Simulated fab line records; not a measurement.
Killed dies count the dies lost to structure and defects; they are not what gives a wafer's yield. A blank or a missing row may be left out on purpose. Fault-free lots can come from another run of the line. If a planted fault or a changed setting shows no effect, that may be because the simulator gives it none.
Matching of chambers + flow n5Finfet + aldSin-01 running N5_SPACER0_ALD_08: 4 sister chambers
The step deposits SiNx, target thk 2 nm. 36 wafers are shown with their chamber, then 12 later ones without.

EACH WAFER AND ITS CHAMBER
| wafer  | chamber | heaterPowerW (W) |
|--------|---------|------------------|
| L074.3 | 3       | 1159             |
| L074.5 | 2       | 757              |
| L074.6 | 3       | 1139             |
| L076.2 | 3       | 1172             |
| L076.4 | 2       | 774              |
| L076.5 | 2       | 772              |
| L077.1 | 0       | 742              |
| L077.3 | 3       | 1178             |
| L077.5 | 3       | 1177             |
| L080.2 | 1       | 747              |
| L080.3 | 3       | 1156             |
| L080.5 | 1       | 762              |
| L081.1 | 1       | 756              |
| L081.2 | 2       | 775              |
| L081.3 | 3       | 1168             |
| L081.4 | 0       | 725              |
| L081.5 | 2       | 761              |
| L081.6 | 1       | 750              |
| L082.1 | 0       | 727              |
| L082.4 | 3       | 1172             |
| L082.6 | 0       | 721              |
| L083.1 | 2       | 774              |
| L083.3 | 3       | 1158             |
| L083.4 | 1       | 774              |
| L084.2 | 3       | 1154             |
| L084.5 | 2       | 782              |
| L084.6 | 3       | 1154             |
| L085.3 | 1       | 757              |
| L085.4 | 3       | 1112             |
| L085.6 | 3       | 1166             |
| L088.4 | 1       | 741              |
| L088.5 | 0       | 742              |
| L088.6 | 1       | 740              |
| L089.1 | 2       | 793              |
| L089.3 | 1       | 752              |
| L089.4 | 0       | 729              |

SIGNATURES (means of the wafers above)
| reading      | chamber 0 | chamber 1 | chamber 2 | chamber 3 | scatter within a chamber |
|--------------|-----------|-----------|-----------|-----------|--------------------------|
| heaterPowerW | 731.00    | 753.22    | 773.50    | 1158.85   | 13.7                     |
Rule: a wafer lies at a distance from a chamber equal to the root of the sum of squares, over the readings, of (its reading less the chamber's mean, divided by the reading's scatter). The wafer belongs to the nearest chamber; if the next one is less than 2 further off, it can't be placed. How the scatter is found: for the shown wafers, subtract from each reading the mean of its chamber, square and add these, divide the total by (wafers less chambers), then take the root.

WAFERS WITH NO CHAMBER GIVEN
| wafer  | heaterPowerW (W) |
|--------|------------------|
| L090.1 | 1174             |
| L090.2 | 765              |
| L090.6 | 1192             |
| L091.1 | 775              |
| L091.2 | 1170             |
| L091.3 | 740              |
| L093.1 | 753              |
| L093.2 | 768              |
| L093.6 | 761              |
| L095.2 | 749              |
| L095.3 | 1151             |
| L095.5 | 1167             |

WHICH CHAMBER EACH WENT THROUGH
| wafer  | from the rows above          | in truth |
|--------|------------------------------|----------|
| L090.1 | 3                            | 3        |
| L090.2 | can't be placed: 2 or 1 or 0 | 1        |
| L090.6 | 3                            | 3        |
| L091.1 | can't be placed: 2 or 1      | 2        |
| L091.2 | 3                            | 3        |
| L091.3 | can't be placed: 0 or 1 or 2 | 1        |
| L093.1 | can't be placed: 1 or 2 or 0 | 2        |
| L093.2 | can't be placed: 2 or 1      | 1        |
| L093.6 | can't be placed: 1 or 2 or 0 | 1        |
| L095.2 | can't be placed: 1 or 0 or 2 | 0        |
| L095.3 | 3                            | 3        |
| L095.5 | 3                            | 3        |
Placed correctly: 5 of 12. These rows do not allow placing 7 (true chamber among the candidates in 7). Wrongly placed: 0.
